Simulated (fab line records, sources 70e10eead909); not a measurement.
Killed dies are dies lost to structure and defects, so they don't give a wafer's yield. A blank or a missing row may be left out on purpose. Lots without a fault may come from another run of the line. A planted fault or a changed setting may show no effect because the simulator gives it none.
Which tool did it? | flow nand_harc | 6 lots, 18 wafers sampled, at 3 steps of a route of 1302

WHAT THE GAUGES READ, wafer by wafer
NHARC_P_ZERO_WELL_CD_MEAS_24: target cd 720 nm.
lot  | measured     | on        | cd_nm (nm)
L170 | day 3 04:28  | cd_sem-03 | 720.5 723.0 723.5
L181 | day 7 18:29  | cd_sem-03 | 718.5 719.4 719.1
L183 | day 8 14:38  | cd_sem-01 | 718.2 718.6 717.4
L185 | day 9 12:27  | cd_sem-02 | 724.5 721.1 721.4
L188 | day 10 16:47 | cd_sem-03 | 721.5 719.9 721.5
L190 | day 11 12:35 | cd_sem-01 | 721.8 717.2 719.8

WHICH TOOL RAN EACH LOT (tool, then ch and the chambers of the sampled wafers, then the start)
lot  | NHARC_P_ZERO_WELL_ETCH_62                     | NHARC_P_ZERO_WELL_EXPOSE_21
L170 | rie_diel-05 ch 0,2,3, day 3 04:18 or earlier  | krf_scanner-04 ch 0, day 3 04:18
L181 | rie_diel-01 ch 1,2,3, day 7 18:20 or earlier  | krf_scanner-03 ch 0, day 7 18:20
L183 | rie_diel-01 ch 1,3, day 8 14:29 or earlier    | krf_scanner-03 ch 0, day 8 14:29
L185 | rie_diel-04 ch 0,2, day 9 12:17 or earlier    | krf_scanner-01 ch 0, day 9 12:17
L188 | rie_diel-04 ch 0,3, day 10 16:38 or earlier   | krf_scanner-01 ch 0, day 10 16:38
L190 | rie_diel-04 ch 0,2,3, day 11 12:26 or earlier | krf_scanner-04 ch 0, day 11 12:26
- NHARC_P_ZERO_WELL_ETCH_62: etches the open film in CHF3/Ar, target depth 13 nm, time 6.5 s.
- NHARC_P_ZERO_WELL_EXPOSE_21: exposes mask P NWELL, target cd 720 nm.

THE ANSWER, worked out from the rows above alone
Rule: what is usual is taken from the lots themselves. Put in order of their means at a reading, lots are off if they are a third of the lots or fewer, leave a main group of 4 or more, and stand apart from it by a gap of 3 or more times the standard deviation of the main group's means; of several such gaps the widest counts. A main group whose means are all the same, to the digits that the tables above print for the reading, isn't used. A lot without any number at a reading at which 4 lots or more have one is off too. The other lots that the step has rows for count as sound.
No lot is off at any reading shown: from this, nothing can be told.

WHAT THE SIMULATOR HAD PUT IN
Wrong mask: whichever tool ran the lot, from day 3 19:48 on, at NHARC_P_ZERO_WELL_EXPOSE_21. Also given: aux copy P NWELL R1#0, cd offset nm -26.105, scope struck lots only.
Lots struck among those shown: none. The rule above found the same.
